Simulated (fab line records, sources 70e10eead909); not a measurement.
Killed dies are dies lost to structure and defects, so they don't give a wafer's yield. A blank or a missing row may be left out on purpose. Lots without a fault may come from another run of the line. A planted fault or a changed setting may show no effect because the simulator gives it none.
Chamber matching | flow nand_harc | NHARC_A_STAIRCASE_DESCUM_270 on rie_diel-05: 4 sister chambers
The step chemistry O2, time 3 s. 14 wafers are shown with their chamber, then 7 later ones without.

WAFERS WITH THEIR CHAMBER
wafer  | chamber | showerhead_plenum_p_Torr (Torr) | drypump_motor_current_A (A) | oes_product_au (a.u.)
L074.2 | 2       | 2.04                            | 6.1                         | 0.996
L074.3 | 3       | 1.97                            | 5.9                         | 0.983
L074.6 | 1       | 1.81                            | 6.1                         | 0.990
L080.1 | 3       | 1.97                            | 5.8                         | 0.999
L080.2 | 1       | 1.81                            | 6.0                         | 0.990
L080.6 | 0       | 1.80                            | 5.9                         | 0.991
L085.1 | 1       | 1.80                            | 6.0                         | 0.990
L085.2 | 3       | 1.96                            | 5.9                         | 0.989
L085.3 | 2       | 2.04                            | 6.1                         | 1.009
L086.1 | 2       | 2.04                            | 6.1                         | 1.005
L086.2 | 0       | 1.79                            | 5.8                         | 0.991
L086.6 | 3       | 1.96                            | 5.9                         | 0.997
L090.3 | 2       | 2.03                            | 6.1                         | 0.998
L090.4 | 3       | 1.96                            | 5.8                         | 0.977

SIGNATURES (means of the wafers above)
reading                  | chamber 0 | chamber 1 | chamber 2 | chamber 3 | scatter within a chamber
showerhead_plenum_p_Torr | 1.7950    | 1.8067    | 2.0375    | 1.9640    | 0.00558
drypump_motor_current_A  | 5.850     | 6.033     | 6.100     | 5.860     | 0.0486
oes_product_au           | 0.99100   | 0.99000   | 1.00200   | 0.98900   | 0.00674
Rule: a wafer's distance from a chamber is the root of the sum, over the readings, of the square of ((its reading less the chamber's mean) divided by the reading's scatter). The wafer belongs to the nearest chamber; if the next one is less than 2 further off, it can't be placed. The scatter: the root of (the sum of the squares of (reading less its chamber's mean) over the shown wafers, divided by (wafers less chambers)).

WAFERS WITHOUT THEIR CHAMBER
wafer  | showerhead_plenum_p_Torr (Torr) | drypump_motor_current_A (A) | oes_product_au (a.u.)
L090.6 | 1.80                            | 6.0                         | 0.989
L092.1 | 1.80                            | 6.1                         | 0.995
L092.5 | 2.03                            | 6.1                         | 1.006
L092.6 | 1.96                            | 5.8                         | 0.989
L093.1 | 1.78                            | 5.8                         | 1.001
L093.3 | 1.80                            | 6.0                         | 0.997
L093.6 | 1.95                            | 5.8                         | 0.974

WHICH CHAMBER EACH WENT THROUGH
wafer  | from the rows above     | in truth
L090.6 | can't be placed: 1 or 0 | 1
L092.1 | 1                       | 1
L092.5 | 2                       | 2
L092.6 | 3                       | 3
L093.1 | 0                       | 0
L093.3 | can't be placed: 1 or 0 | 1
L093.6 | 3                       | 3
Placed correctly: 5 of 7. Can't be placed from these rows: 2 (the true chamber is among the candidates in 2). Placed wrongly: 0.
